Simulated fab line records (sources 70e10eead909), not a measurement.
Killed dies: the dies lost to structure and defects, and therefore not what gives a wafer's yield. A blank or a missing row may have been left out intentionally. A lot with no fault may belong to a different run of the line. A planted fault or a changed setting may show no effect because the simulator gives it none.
The tool behind it: which one?    flow nand harc    Sampling: 24 lots, 72 wafers, 6 of 1159 route steps

== WHAT EACH GAUGE READ, for each wafer ==
NHARC_P_STI_CD_MEAS_09: the cd target is 200 nm. Usual: cd nm 198.5 nm, standard deviation 2.8.
lot   measured     on         cd nm (nm)         flag
L074  day 2 16:06  cd sem-01  204.4 195.4 199.6  
L075  day 2 16:15  cd sem-01  195.0 195.8 197.6  
L076  day 3 02:54  cd sem-01  206.4 197.1 197.0  
L077  day 3 07:48  cd sem-03  201.3 197.5 194.4  
L078  day 3 07:57  cd sem-03  197.4 203.8 196.6  
L079  day 3 17:32  cd sem-03  203.2 197.4 199.6  
L080  day 3 23:35  cd sem-03  195.0 196.3 195.4  
L081  day 4 07:29  cd sem-02  198.8 205.1 196.7  
L082  day 4 07:39  cd sem-02  202.7 199.3 199.7  
L083  day 4 18:28  cd sem-01  200.0 198.0 200.3  
L084  day 4 23:19  cd sem-02  201.9 197.2 199.7  
L085  day 5 05:51  cd sem-02  196.1 193.9 194.8  
L086  day 5 16:49  cd sem-02  195.1 195.3 195.1  
L088  day 5 21:20  cd sem-03  196.6 202.4 202.2  
L087  day 5 21:29  cd sem-01  199.5 196.1 201.4  
L089  day 6 06:11  cd sem-01  195.8 197.6 197.8  
L091  day 6 13:31  cd sem-01  194.4 194.3 196.0  
L090  day 6 13:40  cd sem-03  201.5 199.5 200.0  
L092  day 7 02:47  cd sem-03  203.1 198.4 197.5  
L093  day 7 02:57  cd sem-03  198.1 201.1 202.0  
L094  day 7 11:04  cd sem-03  198.8 196.1 200.7  
L095  day 7 16:45  cd sem-02  200.9 199.8 201.5  
L096  day 7 23:01  cd sem-01  205.7 196.7 201.6  
L097  day 8 05:05  cd sem-02  195.5 198.6 196.2  

NHARC_A_ZERO_WELL_INSPECT_17. Usual: raw defect count 10, standard deviation 5.
lot   measured      on                 raw defect count  flag
L074  day 7 04:31   defect inspect-02  11 8 9            
L075  day 7 02:20   defect inspect-01  7 6 12            
L076  day 7 11:59   defect inspect-01  6 7 1             
L077  day 7 16:13   defect inspect-01  9 10 15           
L078  day 7 15:52   defect inspect-01  7 4 19            
L079  day 7 20:38   defect inspect-02  24 7 9            
L080  day 8 00:52   defect inspect-02  7 6 16            
L081  day 8 10:08   defect inspect-02  14 10 6           
L082  day 8 20:53   defect inspect-01  7 4 11            
L083  day 9 00:02   defect inspect-01  7 2 11            
L084  day 9 02:58   defect inspect-01  9 10 12           
L085  day 9 23:00   defect inspect-02  16 21 13          
L086  day 9 22:19   defect inspect-02  12 14 12          
L088  day 9 16:05   defect inspect-01  11 9 8            
L087  day 9 21:16   defect inspect-01  12 10 5           
L089  day 10 09:38  defect inspect-01  4 7 9             
L091  day 10 17:56  defect inspect-01  14 3 11           
L090  day 10 16:33  defect inspect-02  4 4 19            
L092  day 11 13:11  defect inspect-02  5 20 5            
L093  day 11 08:02  defect inspect-02  4 10 4            
L094  day 11 13:55  defect inspect-01  4 4 4             
L095  day 11 22:20  defect inspect-02  6 27 15           
L096  day 11 22:36  defect inspect-01  8 9 10            
L097  day 12 05:29  defect inspect-02  6 11 3            

== EACH LOT AND THE TOOL THAT RAN IT (in order: tool; ch and the chambers of the sampled wafers; start) ==
lot   NHARC_P_GATE_DESCUM_31              NHARC_P_M0_CMP_23              NHARC_P_M2_ETCH_35                  NHARC_P_BONDPAD_ANNEAL_28
L074  rie diel-12 ch 0,1,2, day 4 23:56   cmp-03 ch 1,2,3, day 6 12:07   rie diel-11 ch 1,3, day 6 18:35     rtp anneal-01 ch 0, day 7 00:53
L075  rie diel-05 ch 1,2,3, day 5 00:16   cmp-04 ch 1,2, day 6 10:04     rie diel-11 ch 0,2, day 6 16:17     rtp anneal-02 ch 0, day 6 22:47
L076  rie diel-12 ch 1,2,3, day 5 06:48   cmp-02 ch 1,2,3, day 6 19:20   rie diel-11 ch 0,2,3, day 7 01:48   rtp anneal-02 ch 0, day 7 08:22
L077  rie diel-08 ch 0,1, day 5 14:28     cmp-03 ch 0,1, day 6 23:28     rie diel-11 ch 1,2, day 7 05:59     rtp anneal-02 ch 0, day 7 12:40
L078  rie diel-12 ch 1,2, day 5 14:15     cmp-02 ch 1,2,3, day 6 22:55   rie diel-11 ch 0,1, day 7 05:04     rtp anneal-01 ch 0, day 7 12:19
L079  rie diel-05 ch 0,2,3, day 5 22:37   cmp-04 ch 1,2, day 7 03:17     rie diel-11 ch 1,2,3, day 7 10:15   rtp anneal-01 ch 0, day 7 17:15
L080  rie diel-08 ch 2,3, day 6 04:38     cmp-04 ch 1,2, day 7 08:22     rie diel-11 ch 0,3, day 7 14:56     rtp anneal-01 ch 0, day 7 21:15
L081  rie diel-05 ch 0,2,3, day 6 13:34   cmp-02 ch 2,3, day 7 17:13     rie diel-11 ch 0,3, day 7 23:59     rtp anneal-02 ch 0, day 8 06:38
L082  rie diel-12 ch 1,2,3, day 6 12:58   cmp-03 ch 0,1,2, day 8 04:07   rie diel-12 ch 2,3, day 8 10:17     rtp anneal-01 ch 0, day 8 17:16
L083  rie diel-08 ch 0,1,3, day 6 20:31   cmp-02 ch 0,1,2, day 8 07:14   rie diel-11 ch 0,1,2, day 8 13:31   rtp anneal-01 ch 0, day 8 20:22
L084  rie diel-12 ch 1,2,3, day 7 02:41   cmp-02 ch 0,3, day 8 10:31     rie diel-11 ch 1,2, day 8 16:52     rtp anneal-01 ch 0, day 8 23:19
L085  rie diel-12 ch 0,2,3, day 7 21:31   cmp-04 ch 0,1,3, day 9 06:46   rie diel-11 ch 0,1,2, day 9 13:02   rtp anneal-02 ch 0, day 9 19:19
L086  rie diel-08 ch 0,3, day 7 21:21     cmp-03 ch 2,3, day 9 05:19     rie diel-08 ch 0,2,3, day 9 11:37   rtp anneal-02 ch 0, day 9 18:34
L088  rie diel-12 ch 0,2, day 7 20:29     cmp-04 ch 0,3, day 8 23:18     rie diel-12 ch 1,2, day 9 05:35     rtp anneal-02 ch 0, day 9 12:32
L087  rie diel-12 ch 0,2,3, day 7 19:49   cmp-02 ch 0,2,3, day 9 04:41   rie diel-11 ch 1,2, day 9 11:20     rtp anneal-02 ch 0, day 9 17:40
L089  rie diel-12 ch 0,2,3, day 8 09:34   cmp-03 ch 0,3, day 9 16:14     rie diel-11 ch 0,2, day 9 23:05     rtp anneal-01 ch 0, day 10 05:55
L091  rie diel-12 ch 2,3, day 8 18:07     cmp-04 ch 0,1,2, day 10 00:43  rie diel-08 ch 1,2, day 10 08:00    rtp anneal-02 ch 0, day 10 14:14
L090  rie diel-12 ch 1,2,3, day 8 17:58   cmp-04 ch 1,2, day 10 00:19    rie diel-12 ch 1,2,3, day 10 06:49  rtp anneal-02 ch 0, day 10 12:55
L092  rie diel-08 ch 0,3, day 9 12:47     cmp-04 ch 1,3, day 10 20:32    rie diel-11 ch 0,2, day 11 02:39    rtp anneal-02 ch 0, day 11 09:18
L093  rie diel-08 ch 0,2, day 9 11:52     cmp-04 ch 0,3, day 10 15:35    rie diel-12 ch 0,1, day 10 22:14    rtp anneal-02 ch 0, day 11 04:29
L094  rie diel-08 ch 0,1, day 9 13:06     cmp-04 ch 0,3, day 10 21:02    rie diel-12 ch 1,2,3, day 11 03:31  rtp anneal-01 ch 0, day 11 10:11
L095  rie diel-12 ch 1,2,3, day 10 02:05  cmp-03 ch 1,2, day 11 05:22    rie diel-11 ch 0,2,3, day 11 12:20  rtp anneal-02 ch 0, day 11 18:44
L096  rie diel-12 ch 0,2, day 10 02:18    cmp-02 ch 0,1,3, day 11 05:22  rie diel-11 ch 0,1, day 11 12:09    rtp anneal-02 ch 0, day 11 18:54
L097  rie diel-08 ch 0,2,3, day 10 08:54  cmp-03 ch 2,3, day 11 13:03    rie diel-11 ch 0,3, day 11 19:03    rtp anneal-02 ch 0, day 12 01:19
- NHARC_P_GATE_DESCUM_31: chemistry O2, time 3 s.
- NHARC_P_M0_CMP_23: polishes, t overpolish 20 s, target thk 117.53 nm.
- NHARC_P_M2_ETCH_35: etches the open film in N2/H2, target depth 40 nm, overetch 12 nm, time 43.94 s.
- NHARC_P_BONDPAD_ANNEAL_28: time 90 s.

== AS READ BY THE TOOLS THEMSELVES (means over the sampled wafers that have a number; for cases with no such wafer, the mark the record gives instead) ==
NHARC_P_GATE_DESCUM_31. Usual: drypump motor current A 6.0 A, standard deviation 0.44; oes product au 1.003 a.u., standard deviation 0.012; rf vpp V 57.5 V, standard deviation 0.87; showerhead plenum p Torr 1.85 Torr, standard deviation 0.057; throttle valve pct 11.311 %, standard deviation 0.0094.
lot   tool         drypump motor current A (A)  oes product au (a.u.)  rf vpp V (V)  showerhead plenum p Torr (Torr)  throttle valve pct (%)  flag
L074  rie diel-12  6.0                          1.001                  57.8          1.91                             11.316                  
L075  rie diel-05  5.7                          1.010                  56.8          1.84                             11.316                  
L076  rie diel-12  5.9                          1.012                  57.9          1.88                             11.300                  
L077  rie diel-08  6.1                          0.995                  57.9          1.81                             11.304                  
L078  rie diel-12  5.8                          1.007                  57.0          1.90                             11.309                  
L079  rie diel-05  5.7                          1.002                  57.4          1.82                             11.312                  
L080  rie diel-08  6.0                          0.998                  57.5          1.83                             11.308                  
L081  rie diel-05  5.7                          1.005                  56.8          1.82                             11.310                  
L082  rie diel-12  5.9                          0.993                  57.1          1.87                             11.308                  
L083  rie diel-08  6.1                          1.008                  58.1          1.84                             11.313                  
L084  rie diel-12  5.9                          1.000                  58.0          1.87                             11.303                  
L085  rie diel-12  6.1                          1.000                  57.8          1.87                             11.306                  
L086  rie diel-08  5.9                          1.014                  57.8          1.84                             11.324                  
L088  rie diel-12  6.2                          0.998                  57.7          1.91                             11.311                  
L087  rie diel-12  6.1                          1.003                  57.1          1.87                             11.306                  
L089  rie diel-12  6.1                          1.016                  57.6          1.87                             11.306                  
L091  rie diel-12  5.7                          1.015                  57.3          1.88                             11.327                  
L090  rie diel-12  5.9                          1.002                  58.0          1.87                             11.308                  
L092  rie diel-08  5.9                          0.995                  56.5          1.83                             11.308                  
L093  rie diel-08  6.0                          1.010                  57.8          1.79                             11.310                  
L094  rie diel-08  6.0                          0.998                  57.3          1.80                             11.310                  
L095  rie diel-12  5.9                          1.009                  57.9          1.87                             11.308                  
L096  rie diel-12  6.2                          0.995                  57.6          1.91                             11.306                  
L097  rie diel-08  6.0                          1.009                  57.8          1.82                             11.317                  

NHARC_P_M0_CMP_23. Usual: motor current A 12.3 A, standard deviation 1.2; time to endpoint s 29 s, standard deviation 3.8.
lot   tool    motor current A (A)  time to endpoint s (s)  flag
L074  cmp-03  13.6                 31                      
L075  cmp-04  12.5                 27                      
L076  cmp-02  12.1                 28                      
L077  cmp-03  11.2                 32                      
L078  cmp-02  12.4                 27                      
L079  cmp-04  12.7                 25                      
L080  cmp-04  12.9                 23                      
L081  cmp-02  12.0                 27                      
L082  cmp-03  11.7                 25                      
L083  cmp-02  12.1                 26                      
L084  cmp-02  13.2                 25                      
L085  cmp-04  11.8                 31                      
L086  cmp-03  13.3                 27                      
L088  cmp-04  11.9                 35                      
L087  cmp-02  13.1                 25                      
L089  cmp-03  11.7                 30                      
L091  cmp-04  12.6                 29                      
L090  cmp-04  12.4                 30                      
L092  cmp-04  11.5                 32                      
L093  cmp-04  11.9                 36                      
L094  cmp-04  11.9                 35                      
L095  cmp-03  11.8                 27                      
L096  cmp-02  12.8                 29                      
L097  cmp-03  13.0                 28                      

NHARC_P_M2_ETCH_35. Usual: drypump motor current A 5.8 A, standard deviation 0.37; n2 flow sccm 150.1 sccm, standard deviation 0.44; oes product au 1.003 a.u., standard deviation 0.017; rf vpp V 430.9 V, standard deviation 2.5; showerhead plenum p Torr 2.05 Torr, standard deviation 0.084; throttle valve pct 14.171 %, standard deviation 0.0099.
lot   tool         drypump motor current A (A)  n2 flow sccm (sccm)  oes product au (a.u.)  rf vpp V (V)  showerhead plenum p Torr (Torr)  throttle valve pct (%)  flag
L074  rie diel-11  5.6                          150.3                1.016                  433.1         2.11                             14.161                  
L075  rie diel-11  5.7                          150.5                0.991                  429.6         2.02                             14.169                  
L076  rie diel-11  5.8                          150.5                0.985                  431.4         2.09                             14.171                  
L077  rie diel-11  5.5                          150.1                1.010                  431.9         2.04                             14.175                  
L078  rie diel-11  5.4                          149.7                1.010                  431.5         2.09                             14.168                  
L079  rie diel-11  5.8                          150.5                1.007                  431.8         2.08                             14.163                  
L080  rie diel-11  6.0                          149.7                1.001                  433.0         2.16                             14.169                  
L081  rie diel-11  5.9                          150.1                1.001                  434.0         2.13                             14.176                  
L082  rie diel-12  6.0                          150.5                1.015                  427.9         1.96                             14.172                  
L083  rie diel-11  5.6                          150.2                1.003                  430.9         2.05                             14.186                  
L084  rie diel-11  5.6                          150.3                1.005                  429.5         2.01                             14.173                  
L085  rie diel-11  5.5                          149.9                1.006                  430.4         2.05                             14.168                  
L086  rie diel-08  6.0                          149.8                1.013                  427.9         1.94                             14.174                  
L088  rie diel-12  5.8                          150.4                0.998                  430.2         2.03                             14.173                  
L087  rie diel-11  5.4                          150.4                1.015                  430.4         2.04                             14.165                  
L089  rie diel-11  5.7                          149.9                0.988                  431.3         2.06                             14.180                  
L091  rie diel-08  6.2                          150.0                1.004                  426.7         1.90                             14.170                  
L090  rie diel-12  5.9                          149.6                1.011                  428.7         1.99                             14.171                  
L092  rie diel-11  5.7                          150.2                0.987                  430.6         2.02                             14.172                  
L093  rie diel-12  6.4                          149.4                0.999                  429.2         2.02                             14.175                  
L094  rie diel-12  5.9                          150.2                1.009                  429.0         1.99                             14.175                  
L095  rie diel-11  5.9                          149.8                0.993                  431.5         2.08                             14.169                  
L096  rie diel-11  5.5                          149.8                1.009                  431.6         2.10                             14.166                  
L097  rie diel-11  6.0                          150.1                1.007                  433.7         2.15                             14.167                  

NHARC_P_BONDPAD_ANNEAL_28. Usual: anneal temp c max 225.73, standard deviation 0.26; wafer_temp_C_max 226.1, standard deviation 0.3.
lot   tool           anneal temp c max  wafer_temp_C_max  flag
L074  rtp anneal-01  226.06             225.8             
L075  rtp anneal-02  225.55             226.1             
L076  rtp anneal-02  225.52             226.0             
L077  rtp anneal-02  225.52             226.5             
L078  rtp anneal-01  226.11             225.7             
L079  rtp anneal-01  226.01             225.9             
L080  rtp anneal-01  225.82             225.7             
L081  rtp anneal-02  225.42             225.9             
L082  rtp anneal-01  225.87             226.1             
L083  rtp anneal-01  225.92             226.0             
L084  rtp anneal-01  225.73             226.1             
L085  rtp anneal-02  225.61             226.0             
L086  rtp anneal-02  225.58             225.8             
L088  rtp anneal-02  225.58             226.1             
L087  rtp anneal-02  225.67             226.4             
L089  rtp anneal-01  226.03             225.9             
L091  rtp anneal-02  225.51             226.3             
L090  rtp anneal-02  225.63             226.6             
L092  rtp anneal-02  225.49             226.3             
L093  rtp anneal-02  225.73             226.1             
L094  rtp anneal-01  225.86             225.9             
L095  rtp anneal-02  225.43             226.2             
L096  rtp anneal-02  225.39             226.0             
L097  rtp anneal-02  225.71             226.1             

== THE ANSWER, worked out from the rows above alone ==
Rule: a lot is off if the mean of its wafers that have a number lies more than 3 standard deviations from the usual mean. A lot without any number at a reading at which 4 lots or more have one is off too. All remaining lots with rows at the step are treated as sound. First the gauges in route order, then the tools' own readings, where a lot's mean is used as printed above. The first step at which some lot is off is used, and at that step the reading that is off furthest; a lot without a number counts as furthest.
None of the lots is off at any reading shown; this tells nothing.

== WHAT WAS PUT IN BY THE SIMULATOR ==
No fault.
